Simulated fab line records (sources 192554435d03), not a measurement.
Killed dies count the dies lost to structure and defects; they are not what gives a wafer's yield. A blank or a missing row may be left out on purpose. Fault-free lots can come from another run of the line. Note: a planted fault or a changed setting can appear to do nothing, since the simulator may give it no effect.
A struck lot beside a sound one / flow n5-finfet / 37 steps out of a route of 1938
Sound: the wafers L749.1, L749.4, L749.5. The struck wafers were L751.2, L751.4, L751.6. The cause is named last.
Order at every step that has rows: each side's tool, ch and its chambers, its first start. Under that, the readings that differ: sound wafers / struck wafers / difference of the means / sigmas: that difference in standard deviations of wafers without a fault.
alike: same words and numbers on both sides, and readings whose means sit less than 2 such deviations apart. not compared: any withheld reading, any reading some wafer has no value for, any bound like >300 that may hide the same value, and any number with overlapping values for which the record gives no deviation.
A row with sigmas, a row that says differs or no value, or rows on one side alone: a step with any of these is where the two part. Numbers that don't overlap but have no deviation are shown without sigmas and don't part them. A reading that every wafer of one side lacks parts them only if that side has two wafers or more.

first, 9 steps without rows for these wafers: N5_BEOL_M4_ANNEAL_95 (time 240 s); N5_BEOL_M4_SPUTTER_96 (material Cu, target thk 4.5 nm, time 8.29 s); N5_BEOL_M4_ECD_50 (material Cu, target thk 300 nm); N5_BEOL_M4_ANNEAL_51 (time 90 s); N5_BEOL_M4_CMP_52 (polishes, stops on SiOC, t overpolish 6.8 s, target thk 40 nm); N5_BEOL_M4_PRE_CLEAN_60 (time 15 s); N5_BEOL_M4_CO_CAP_55 (material Co, precursor CCTBA/H2, target thk 2 nm, time 102.1 s); N5_BEOL_M4_PRE_CLEAN_56 (time 15 s); N5_BEOL_M4_DEP_57 (deposits SiCN from 3MS/NH3, target thk 8 nm, time 14 s).
N5_BEOL_M4_RC_MEAS_101:
  sound on prober-01 ch 0, day 10 10:29; struck on prober-02 ch 0, day 10 19:34
  alike: DIBL_N, DIBL_P, IOFF_N, IOFF_P, ION_N, ION_P, SS_N, SS_P, VT_N, VT_P
then, 24 steps without rows for these wafers: N5_BEOL_M5_ILD_DEP_00 (deposits SiCOH lowk from DEMS/porogen, target thk 140.64 nm, time 25.9 s); N5_BEOL_M5_CURE_79 (cures SiCOH lowk, time 240 s); N5_BEOL_M5_PECVD_70 (deposits SiO2 from TEOS/O2, target thk 16 nm, time 18 s); N5_BEOL_M5_HM_DEP_02 (deposits TiN, target thk 20 nm); N5_BEOL_M5_COAT_59 (time 60 s, resist thk 60 nm); N5_BEOL_M5_COAT_60 (time 60 s, resist thk 12 nm); N5_BEOL_M5_COAT_71 (time 60 s, resist thk 5 nm); N5_BEOL_M5_COAT_05 (resist thk 30 nm); N5_BEOL_M5_EBR_07; N5_BEOL_M5_SOFTBAKE_06 (time 60 s); N5_BEOL_M5_EXPOSE_08 (exposes mask M5, target cd 28 nm); N5_BEOL_M5_PEB_09 (peb time 60 s); N5_BEOL_M5_DEVELOP_10 (develop time 30 s); N5_BEOL_M5_DESCUM_16 (chemistry O2, time 7 s); N5_BEOL_M5_ETCH_72 (etches underlayer in N2/H2, target depth 6.5 nm, time 5.2 s); N5_BEOL_M5_ETCH_61 (etches SiARC in CF4, target depth 15.6 nm, time 26 s); N5_BEOL_M5_ETCH_62 (etches SOC in N2/H2, target depth 75 nm, overetch 15 nm, time 112.5 s); N5_BEOL_M5_STRIP_63 (strips in N2/H2); N5_BEOL_M5_STRIP_73 (strips in N2/H2); N5_BEOL_M5_STRIP_64 (strips in CF4); N5_BEOL_M5_HM_OPEN_17 (chemistry Cl2/BCl3, target TiN, target depth 20 nm, overetch 6 nm); N5_BEOL_M5_STRIP_19 (strips in O2); N5_BEOL_M5_COAT_65 (time 60 s, resist thk 60 nm); N5_BEOL_M5_COAT_66 (time 60 s, resist thk 12 nm).
N5_BEOL_M9_ECD_50: material Cu, target thk 318 nm.
  sound on ecd-cu-01 ch 0,1, day 12 07:02; struck on ecd-cu-02 ch 0,1, day 12 16:31
N5_BEOL_M9_CMP_52: polishes, stops on SiCOH lowk, t overpolish 7 s, target thk 140 nm.
  sound on cmp-01 ch 0,2, day 12 07:29; struck on cmp-02 ch 0,1,3, day 12 16:58
reading=time-to-endpoint-s (s); sound=64.0 60.5 68.9; struck=0.1 1.3 2.1; difference=-63.3; sigmas=-22
  alike: motor-current-A
  not compared: pad-life-wafers
-- the record jumps here: 2 days lie between the struck wafers' starts before and after (it left off in module BEOL_M9 and takes up again in module PASSIVATION, whose first step shown is number 1936 of the route) --
N5_PASSIVATION_PROBE_49:
  rows exist in the record for the struck wafers here (prober-02, day 15 00:53), but not for the sound ones

## WHERE THEY PART
Last at N5_PASSIVATION_PROBE_49 as far as this record goes, first at N5_BEOL_M9_CMP_52.

WHY: the cause the simulator had injected
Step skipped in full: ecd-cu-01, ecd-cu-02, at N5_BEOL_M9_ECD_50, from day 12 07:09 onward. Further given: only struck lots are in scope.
